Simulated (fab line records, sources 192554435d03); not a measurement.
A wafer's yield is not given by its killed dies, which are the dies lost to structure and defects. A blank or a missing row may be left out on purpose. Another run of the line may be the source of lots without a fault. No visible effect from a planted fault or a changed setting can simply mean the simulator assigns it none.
fab line records ; flow n5-finfet
[record] lots = 9; wafers = 26; last-day = 17
route steps=1938 shown BEOL_M3@946 BEOL_M4@1111
lots untouched by any fault: they come from a run of this same line in which no faults occurred
start-h: hours from the record's opening day to when the first of the lot's shown wafers began ; wait-h: hours elapsed since this lot's preceding step ; " repeats the value in the row above ; L1.1+2: one row covering several wafers at once ; - value missing, or start not given ; * or withheld: withheld ; < > ~ a bound
route shown NAME@n: NAME is a module with steps in the file, n the number in the route of the first one ; usual: mean and standard deviation over wafers with no fault ; same: alike in all rows ; chamber/n: place in a boat ; sites: readings site by site ; _std_site: their standard deviation ; _edge_site: the outer-site mean with the inner-site mean subtracted ; radius-mm: for every site, how far away it sits from the centre of the wafer ; mask NAME#n: copy n ; behind: the last tool/chamber to shape the wafer ; hold: what put the lot on hold/how long, in hours/how the hold closed ; device: whichever transistor did not switch (one of n, p or np) ; end of line: the tests these same wafers got at the end of their route ; a step without rows: its recipe alone ; killed: dies that structure and defects cost at the first sort, which is not the same as the wafer's yield ; map: per-die view of a wafer (x killed, . not killed, _ where there is no die)
set.NAME: setting as actually run; set.NAME@STEP: the setting as run at that earlier step ; model.NAME: the simulator's own value behind a step, which no gauge read
one table for each step of the route and one row for each wafer, over a sample of lots
services: a tool's chamber out of use, with start hour (start-h, from the record's first day; less than 0 if before it), hours out, and reason
[[steps]]
[step N5_BEOL_M3_INSPECT_13]
[recipe] mode = adi; inspect-instrument = brightfield
[usual] raw-defect-count = 402/86
lot.wafer;tool;chamber;start-h;wait-h;raw-defect-count
L492.2;defect-inspect-01;-;152.45;0.1;289
L492.4;defect-inspect-01;-;152.45;0.1;297
L492.5;defect-inspect-01;-;152.45;0.1;250
L495.2;defect-inspect-02;-;164.01;0.1;360
L495.3;defect-inspect-02;-;164.01;0.1;728
L495.4;defect-inspect-02;-;164.01;0.1;527
L496.2;defect-inspect-02;-;169.99;0.0;359
L496.3;defect-inspect-02;-;169.99;0.0;259
L496.4;defect-inspect-02;-;169.99;0.0;351
L507.1;defect-inspect-01;-;240.89;0.1;372
L507.4;defect-inspect-01;-;240.89;0.1;362
L507.6;defect-inspect-01;-;240.89;0.1;315
L508.1;defect-inspect-02;-;248.51;0.1;394
L508.3;defect-inspect-02;-;248.51;0.1;333
L508.5;defect-inspect-02;-;248.51;0.1;415
L510.2;defect-inspect-02;-;260.68;0.0;499
L510.6;defect-inspect-02;-;260.68;0.0;408
L512.1;defect-inspect-02;-;263.63;0.1;398
L512.5;defect-inspect-02;-;263.63;0.1;373
L512.6;defect-inspect-02;-;263.63;0.1;538
L514.2;defect-inspect-02;-;281.33;0.2;411
L514.4;defect-inspect-02;-;281.33;0.2;376
L514.6;defect-inspect-02;-;281.33;0.2;451
L515.3;defect-inspect-01;-;284.42;0.0;341
L515.5;defect-inspect-01;-;284.42;0.0;555
L515.6;defect-inspect-01;-;284.42;0.0;361
[step N5_BEOL_M3_ETCH_64]
[recipe] chemistry = N2/H2; target = SOC; target-depth-a = 750; overetch-a = 150; mask-material = SiARC; temp-c = 40; time-s = 112.5; ion-energy-ev = 200; pressure-mtorr = 30; source-w = 840; bias-w = 150; n2-flow-sccm = 200; h2-flow-sccm = 200
[usual] drypump-motor-current-A = 5.9/0.47; oes-product-au = 0.64/0.072; rf-vpp-V = 523.8/2.3; showerhead-plenum-p-Torr = 2.55/0.073; throttle-valve-pct = 17.7/0.34
lot.wafer;tool;chamber;start-h;wait-h;drypump-motor-current-A;oes-product-au;rf-hours-counter-h;rf-vpp-V;showerhead-plenum-p-Torr;throttle-valve-pct
L492.2;rie-diel-03;3;152.65;0.0;5.7;0.56;205;526.0;2.63;18.0
L492.4;rie-diel-03;3;152.65;0.0;5.7;0.56;-;527.2;2.63;18.0
L492.5;rie-diel-03;1;152.65;0.0;5.7;0.60;-;520.8;2.40;17.8
L495.2;rie-diel-06;2;164.12;0.0;5.4;0.61;157;521.8;2.55;18.2
L495.3;rie-diel-06;3;164.12;0.0;5.4;0.70;31;527.2;2.69;17.4
L495.4;rie-diel-06;0;164.12;0.0;6.1;0.66;75;524.8;2.59;18.0
L496.2;rie-diel-02;0;170.29;0.0;6.3;0.55;208;524.9;2.60;17.5
L496.3;rie-diel-02;2;170.29;0.0;6.1;0.55;250;522.2;2.53;18.6
L496.4;rie-diel-02;3;170.29;0.0;5.2;0.68;47;521.6;2.48;17.5
L507.1;rie-diel-06;2;241.40;0.0;5.3;0.59;180;522.9;2.54;18.3
L507.4;rie-diel-06;0;241.40;0.0;6.1;0.64;97;523.3;2.58;18.0
L507.6;rie-diel-06;0;241.40;0.0;6.0;0.64;-;523.6;2.58;18.0
L508.1;rie-diel-02;2;248.63;0.0;6.1;0.73;16;521.8;2.53;18.1
L508.3;rie-diel-02;0;248.63;0.0;6.3;0.54;233;525.4;2.59;17.5
L508.5;rie-diel-02;0;248.63;0.0;6.2;0.54;-;526.4;2.59;17.5
L510.2;rie-diel-02;0;260.80;0.0;6.3;0.54;236;526.2;2.59;17.5
L510.6;rie-diel-02;3;260.80;0.0;5.3;0.64;-;522.5;2.47;17.5
L512.1;rie-diel-02;1;263.74;0.0;6.6;0.62;116;524.0;2.55;17.6
L512.5;rie-diel-02;1;263.74;0.0;6.6;0.62;-;524.2;2.55;17.6
L512.6;rie-diel-02;0;263.74;0.0;6.3;0.53;-;526.6;2.59;17.5
L514.2;rie-diel-03;2;281.61;0.0;6.6;0.70;43;525.3;2.56;17.3
L514.4;rie-diel-03;0;281.61;0.0;6.2;0.72;33;520.0;2.49;17.5
L514.6;rie-diel-03;2;281.61;0.0;6.6;0.69;-;525.6;2.56;17.3
L515.3;rie-diel-06;1;284.73;0.0;5.5;0.70;39;521.8;2.50;17.7
L515.5;rie-diel-06;0;284.73;0.0;6.1;0.63;-;522.9;2.57;18.0
L515.6;rie-diel-06;3;284.73;0.0;5.4;0.67;-;526.8;2.68;17.4
[step N5_BEOL_M3_COAT_68]
[recipe] resist = SiARC; temp-c = 220; time-s = 60; spin-rpm = 1500; resist-thk-nm = 12
[usual] spin-speed-rpm = 1500.1/0.9
lot.wafer;tool;chamber;start-h;wait-h;spin-speed-rpm
L492.2;litho-track-05;0;153.11;-;1499.4
L492.4;litho-track-05;0;153.11;-;1500.3
L492.5;litho-track-05;0;153.11;-;1501.1
L495.2;litho-track-05;0;164.51;-;1820.2
L495.3;litho-track-05;0;164.51;-;1821.1
L495.4;litho-track-05;0;164.51;-;1818.7
L496.2;litho-track-05;0;170.75;-;1820.0
L496.3;litho-track-05;0;170.75;-;1820.4
L496.4;litho-track-05;0;170.75;-;1819.0
L507.1;litho-track-05;0;241.85;-;1499.1
L507.4;litho-track-05;0;241.85;-;1500.5
L507.6;litho-track-05;0;241.85;-;1499.1
L508.1;litho-track-05;0;249.01;-;1500.3
L508.3;litho-track-05;0;249.01;-;1499.0
L508.5;litho-track-05;0;249.01;-;1501.7
L510.2;litho-track-05;0;261.19;-;1499.1
L510.6;litho-track-05;0;261.19;-;1500.3
L512.1;litho-track-05;0;264.25;-;1501.5
L512.5;litho-track-05;0;264.25;-;1499.7
L512.6;litho-track-05;0;264.25;-;1500.2
L514.2;litho-track-05;0;282.04;-;1501.8
L514.4;litho-track-05;0;282.04;-;1499.4
L514.6;litho-track-05;0;282.04;-;1500.3
L515.3;litho-track-05;0;285.12;-;1500.7
L515.5;litho-track-05;0;285.12;-;1501.3
L515.6;litho-track-05;0;285.12;-;1499.4
[step N5_BEOL_M3_OVL_MEAS_29]
[recipe] points-per-wafer = 522
[usual] V2_OVL = 0.4/0.66
lot.wafer;tool;chamber;start-h;wait-h;V2_OVL[nm]
L492.2;overlay-01;0;153.43;0.0;0.9
L492.4;overlay-01;0;153.43;0.0;0.0
L492.5;overlay-01;0;153.43;0.0;0.9
L495.2;overlay-02;0;164.95;0.0;0.8
L495.3;overlay-02;0;164.95;0.0;1.0
L495.4;overlay-02;0;164.95;0.0;1.3
L496.2;overlay-02;0;171.06;0.0;0.4
L496.3;overlay-02;0;171.06;0.0;-0.5
L496.4;overlay-02;0;171.06;0.0;-0.3
L507.1;overlay-02;0;242.17;0.0;-0.4
L507.4;overlay-02;0;242.17;0.0;0.9
L507.6;overlay-02;0;242.17;0.0;0.3
L508.1;overlay-01;0;249.45;0.0;-0.2
L508.3;overlay-01;0;249.45;0.0;1.0
L508.5;overlay-01;0;249.45;0.0;0.3
L510.2;overlay-02;0;261.63;0.0;1.3
L510.6;overlay-02;0;261.63;0.0;0.6
L512.1;overlay-02;0;264.56;0.0;0.4
L512.5;overlay-02;0;264.56;0.0;0.7
L512.6;overlay-02;0;264.56;0.0;0.1
L514.2;overlay-02;0;282.45;0.0;0.3
L514.4;overlay-02;0;282.45;0.0;0.9
L514.6;overlay-02;0;282.45;0.0;-0.2
L515.3;overlay-01;0;285.48;0.0;0.5
L515.5;overlay-01;0;285.48;0.0;1.0
L515.6;overlay-01;0;285.48;0.0;-0.5
[step N5_BEOL_M3_ETCH_69]
[recipe] chemistry = CF4; target = SiARC; target-depth-a = 156; mask-material = CAR-EUV; time-s = 26; ion-energy-ev = 80; pressure-mtorr = 40; source-w = 545; bias-w = 36; Ar_flow_sccm = 100; cf4-flow-sccm = 100; ends = cleared
[usual] cf4-flow-sccm = 99.99/0.27; drypump-motor-current-A = 5.9/0.48; etch-rf-on-time-s = 26.3/0.88; oes-product-au = 0.69/0.084; rf-vpp-V = 184.2/1.1; showerhead-plenum-p-Torr = 2.15/0.058; throttle-valve-pct = 15.56/0.27
lot.wafer;tool;chamber;start-h;wait-h;cf4-flow-sccm;drypump-motor-current-A;etch-rf-on-time-s;oes-product-au;rf-hours-counter-h;rf-vpp-V;showerhead-plenum-p-Torr;throttle-valve-pct
L492.2;rie-diel-03;3;153.72;0.0;100.35;5.7;27.4;0.58;205;183.6;2.21;15.83
L492.4;rie-diel-03;1;153.72;0.0;99.48;5.7;25.4;0.65;165;183.1;2.07;15.97
L492.5;rie-diel-03;1;153.72;0.0;99.87;5.7;25.3;0.65;-;185.4;2.07;15.99
L495.2;rie-diel-06;2;165.09;0.0;99.91;5.4;25.2;0.63;157;183.7;2.15;15.99
L495.3;rie-diel-06;3;165.09;0.0;100.23;5.4;24.2;0.75;31;184.8;2.26;15.30
L495.4;rie-diel-06;1;165.09;0.0;100.16;5.5;22.6;0.83;5;184.3;2.11;15.33
L496.2;rie-diel-06;2;171.20;0.0;100.06;5.4;25.8;0.62;159;183.7;2.15;15.99
L496.3;rie-diel-06;0;171.20;0.0;100.01;6.1;22.8;0.72;77;185.4;2.18;15.79
L496.4;rie-diel-06;1;171.20;0.0;100.07;5.5;22.6;0.82;7;183.8;2.11;15.35
L507.1;rie-diel-02;2;242.31;0.0;100.41;6.1;25.7;0.79;14;183.0;2.11;15.52
L507.4;rie-diel-02;1;242.31;0.0;100.00;6.6;26.7;0.67;111;185.3;2.16;15.45
L507.6;rie-diel-02;3;242.31;0.0;100.13;5.2;25.4;0.71;-;182.4;2.09;15.45
L508.1;rie-diel-06;3;249.59;0.0;99.95;5.4;26.7;0.72;56;185.1;2.25;15.34
L508.3;rie-diel-06;1;249.59;0.0;99.64;5.5;24.6;0.79;29;184.9;2.10;15.39
L508.5;rie-diel-06;2;249.59;0.0;100.32;5.3;28.2;0.61;-;183.8;2.14;16.03
L510.2;rie-diel-02;3;261.76;0.0;100.26;5.2;25.5;0.69;78;184.0;2.09;15.48
L510.6;rie-diel-02;2;261.76;0.0;100.38;6.2;25.9;0.78;-;183.3;2.11;15.54
L512.1;rie-diel-02;1;264.79;0.0;100.07;6.6;27.2;0.66;117;184.7;2.15;15.43
L512.5;rie-diel-02;3;264.79;0.0;99.23;5.3;25.6;0.70;-;183.7;2.09;15.47
L512.6;rie-diel-02;0;264.79;0.0;100.04;6.3;26.2;0.57;-;186.4;2.22;15.63
L514.2;rie-diel-02;3;282.74;0.0;99.45;5.3;25.8;0.69;83;183.2;2.08;15.47
L514.4;rie-diel-02;1;282.74;0.0;100.39;6.6;27.4;0.65;122;184.8;2.15;15.47
L514.6;rie-diel-02;0;282.74;0.0;100.53;6.3;26.9;0.57;-;184.5;2.21;15.63
L515.3;rie-diel-03;0;285.61;0.0;100.02;6.2;26.1;0.77;35;184.0;2.07;15.02
L515.5;rie-diel-03;3;285.61;0.0;99.89;5.7;27.8;0.55;-;184.7;2.20;15.92
L515.6;rie-diel-03;0;285.61;0.0;100.24;6.2;26.2;0.77;-;183.0;2.07;15.01
[step N5_BEOL_M4_RC_MEAS_101]
[usual] DIBL_N = 36.1/2; DIBL_P = 36.3/2.4; IOFF_N = 0.15/0.035; IOFF_P = 0.21/0.039; ION_N = 672/15; ION_P = 463/9.7; SS_N = 71.5/0.7; SS_P = 73.2/0.75; VT_N = 251/3.6; VT_P = -250/3.8
lot.wafer;tool;chamber;start-h;wait-h;DIBL_N[mV/V];DIBL_P[mV/V];IOFF_N[nA/um];IOFF_P[nA/um];ION_N[uA/um];ION_P[uA/um];SS_N[mV/dec];SS_P[mV/dec];VT_N[mV];VT_P[mV]
L492.2;prober-01;0;174.42;0.2;33.8;33.2;0.12;0.18;676;466;70.3;72.8;255;-252
L492.4;prober-01;0;174.42;0.2;35.8;36.5;0.14;0.22;670;468;71.2;73.4;252;-247
L492.5;prober-01;0;174.42;0.2;36.9;37.2;0.15;0.24;669;466;71.5;73.8;253;-248
L495.2;prober-02;0;192.02;0.2;35.3;37.2;0.12;0.16;675;453;71.4;73.3;253;-258
L495.3;prober-02;0;192.02;0.2;31.4;32.2;0.08;0.11;637;439;69.7;71.6;260;-262
L495.4;prober-02;0;192.02;0.2;32.5;32.9;0.08;0.11;631;434;70.5;72.3;261;-262
L496.2;prober-01;0;196.05;0.2;34.1;36.1;0.14;0.20;670;461;71.1;72.7;248;-250
L496.3;prober-01;0;196.05;0.2;37.2;39.6;0.17;0.26;664;463;71.7;73.7;250;-250
L496.4;prober-01;0;196.05;0.2;35.7;36.1;0.15;0.19;660;458;72.0;72.8;251;-252
L507.1;prober-01;0;263.92;0.0;35.3;35.0;0.14;0.22;673;471;71.3;72.7;249;-248
L507.4;prober-01;0;263.92;0.0;39.3;39.7;0.23;0.30;675;467;72.1;73.5;247;-242
L507.6;prober-01;0;263.92;0.0;34.5;34.1;0.14;0.21;684;477;70.8;72.3;248;-248
L508.1;prober-02;0;276.00;0.0;33.3;33.1;0.13;0.18;667;452;70.4;72.3;250;-254
L508.3;prober-02;0;276.00;0.0;38.0;38.7;0.20;0.27;680;462;72.8;73.7;247;-248
L508.5;prober-02;0;276.00;0.0;34.9;33.5;0.13;0.17;664;451;72.6;73.3;253;-250
L510.2;prober-02;0;284.55;0.2;40.0;41.2;0.21;0.27;683;461;72.2;74.7;249;-249
L510.6;prober-02;0;284.55;0.2;42.3;42.9;0.26;0.31;692;468;73.1;75.0;243;-245
L512.1;prober-02;0;287.61;0.0;36.1;38.5;0.17;0.24;673;474;71.7;74.1;250;-250
L512.5;prober-02;0;287.61;0.0;34.5;35.5;0.14;0.20;666;462;72.0;73.4;250;-251
L512.6;prober-02;0;287.61;0.0;33.7;33.6;0.12;0.17;662;456;71.0;72.7;252;-255
L515.3;prober-02;0;306.90;0.3;37.6;36.7;0.17;0.24;673;467;71.1;74.5;249;-247
L515.5;prober-02;0;306.90;0.3;35.1;33.4;0.13;0.19;661;461;70.7;72.1;252;-249
L515.6;prober-02;0;306.90;0.3;38.3;38.3;0.19;0.27;701;481;71.2;73.5;247;-243
L514.2;prober-01;0;311.10;0.2;36.3;35.1;0.13;0.21;647;451;71.1;72.2;254;-247
L514.4;prober-01;0;311.10;0.2;39.6;39.1;0.19;0.27;680;464;72.3;73.1;246;-248
L514.6;prober-01;0;311.10;0.2;36.0;34.1;0.12;0.19;656;458;71.3;72.6;256;-253
[[services]]
tool;chamber;start-h;hours;kind
rie-diel-06;1;129.08;-;clean
rie-diel-06;1;129.08;-;consumable-replace:focus-ring
rie-diel-06;1;129.08;22.8;scheduled-down
rie-diel-06;1;129.08;22.8;vent-cycle
rie-diel-03;2;135.89;-;clean
rie-diel-03;2;135.89;-;consumable-replace:focus-ring
rie-diel-03;2;135.89;17.7;scheduled-down
rie-diel-03;2;135.89;17.7;vent-cycle
rie-diel-02;-;142.37;0.3;repair
rie-diel-03;0;154.19;-;clean
rie-diel-03;0;154.19;-;consumable-replace:focus-ring
rie-diel-03;0;154.19;17.6;scheduled-down
rie-diel-03;0;154.19;17.6;vent-cycle
litho-track-05;-;154.40;-;consumable-replace:filter
rie-diel-02;2;172.46;-;clean
rie-diel-02;2;172.46;-;consumable-replace:focus-ring
rie-diel-02;2;172.46;20.7;scheduled-down
rie-diel-02;2;172.46;20.7;vent-cycle
rie-diel-06;1;268.83;5.7;repair
[[key]]
[first-sign] step = N5_BEOL_M3_COAT_68; reading = spin-speed-rpm; direction = up; sigmas = 99+; usual = *; struck = *
[effect] step = N5_BEOL_M3_ETCH_69; reading = etch-rf-on-time-s; direction = down; sigmas = 2.8; usual = *; struck = *
met-at N5_BEOL_M3_COAT_68
struck-lots L495,L496
not-acting-at N5_BEOL_M3_INSPECT_13,N5_BEOL_M3_ETCH_64,N5_BEOL_M3_OVL_MEAS_29
onset-between 153.11 164.51
[fault] kind = process-parameter-drift; tool = litho-track-05; chamber = -; onset-h = 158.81; steps = N5_BEOL_M3_COAT_68; channel = spin-rpm; offset = *; shape = step; end-h = 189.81; acts-in = *; stated = *
